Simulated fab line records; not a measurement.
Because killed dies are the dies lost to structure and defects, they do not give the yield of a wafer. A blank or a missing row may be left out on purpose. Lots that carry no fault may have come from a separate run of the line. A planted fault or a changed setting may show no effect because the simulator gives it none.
Problem report in the 8D (eight disciplines) form, filled by code + flow n5_finfet + the parts of the form that need people (team, actions taken, sign-off) are left out

== 1. THE PROBLEM ==
Mean of cd_nm at N5_BEOL_M8_CD_MEAS_11: 42.4 nm across 6 wafers in 2 lots; on wafers with no fault it is 38.6 nm (standard deviation 0.47). Relative to the usual mean, that is a shift of +8.0 standard deviations.
The step: target cd 38.5 nm.
Seen first at day 12 09:10 on cd_sem-02, wafer L951.1. The record holds 21 wafers of 7 lots with a number at this step. Rule for "out" (also "out of limits"): further than 4 standard deviations from the usual mean. The other wafers with a number count as sound.

== 2. WHAT IT IS AND WHAT IT IS NOT ==
| question                    | is                     | is not                                                                         |
|-----------------------------|------------------------|--------------------------------------------------------------------------------|
| which readings at this step | cd_nm                  | -                                                                              |
| which lots                  | L951, L953             | L944, L946, L952, L960, L962                                                   |
| which wafers of those lots  | all that have a number | -                                                                              |
| read on which gauges        | cd_sem-01, cd_sem-02   | cd_sem-03                                                                      |
| when                        | from day 12 09:10      | up to then (6 sound wafers); but 9 sound wafers of L952, L960, L962 came after |

== 3. SUSPECTS, AND WHAT RULES EACH OUT ==
Counting: a tool at any process step up to the reading remains a suspect when it ran all the lots that are out and ran no sound lot after the first of those.
- ruled out: the gauge at N5_BEOL_M8_CD_MEAS_11. Those wafers that are out were read across 2 gauges (cd_sem-01, cd_sem-02).
- arfi_scanner-01 at N5_BEOL_M8_EXPOSE_08 (exposes mask M8): kept. All lots that are out passed through it, beginning with L951 at day 12 09:02, and no sound lot followed; its final sound lot before that point was L946 at day 10 16:11. On those wafers its own readings are out: exposure_dose_mJ_cm2.
The count leaves arfi_scanner-01 at N5_BEOL_M8_EXPOSE_08.

== 4. THE CAUSE (what the simulator had put in) ==
Drift in process parameters on arfi_scanner-01 at N5_BEOL_M8_EXPOSE_08, starting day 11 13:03. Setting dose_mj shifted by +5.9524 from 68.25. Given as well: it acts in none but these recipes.
The count eliminated every tool but this one.

== 5. SEQUENCE OF EFFECTS, ordered by route ==
Each row: a reading where the mean over the struck wafers with a number is more than 3 standard deviations away from the usual. Only readings whose record carries a usual standard deviation are examined. hours: median over the lots of the time between each lot's start at the first step of this table that gives one and its start at this step. sigmas: the change, counted in usual standard deviations.
| hours | step                    | reading              | usual       | on struck wafers | change | sigmas |
|-------|-------------------------|----------------------|-------------|------------------|--------|--------|
| 0     | N5_BEOL_M8_EXPOSE_08    | exposure_dose_mJ_cm2 | 68.35       | 73.53            | +5.18  | +20    |
| 0     | N5_BEOL_M8_CD_MEAS_11   | cd_nm                | 38.6 nm     | 42.4             | +3.8   | +8.0   |
| 1     | N5_BEOL_M8_CD_MEAS_18   | cd_nm                | 40.1 nm     | 43.8             | +3.7   | +7.1   |
| 53    | N5_BEOL_M15_RC_MEAS_101 | SERP_M8              | 13.7 ohm/um | 11.7             | -2.0   | -3.8   |
| 53    | N5_BEOL_M15_RC_MEAS_101 | SERP_M8_max_site     | 14.2 ohm/um | 12.2             | -2.0   | -3.4   |
The process steps in it:
- N5_BEOL_M8_EXPOSE_08: exposes mask M8.
Later steps that measure or inspect, where all struck wafers having a row at the step show a number for every such reading and not one has moved that far: N5_BEOL_M8_OVL_MEAS_12.

== 6. WHAT WOULD HAVE CAUGHT IT SOONER ==
In this record the first reading out of limits at a measuring or inspecting step was taken at day 12 09:10, 20 hours after the fault began at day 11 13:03.
The tool's own readings at N5_BEOL_M8_EXPOSE_08 were out on every struck wafer that the step has a row for (exposure_dose_mJ_cm2): an alarm limit on them would have fired on the first of those.
L953, from the lots that are out (2), started N5_BEOL_M8_EXPOSE_08 on arfi_scanner-01 later than day 12 09:10. Putting the tool on hold at that point would have spared it.
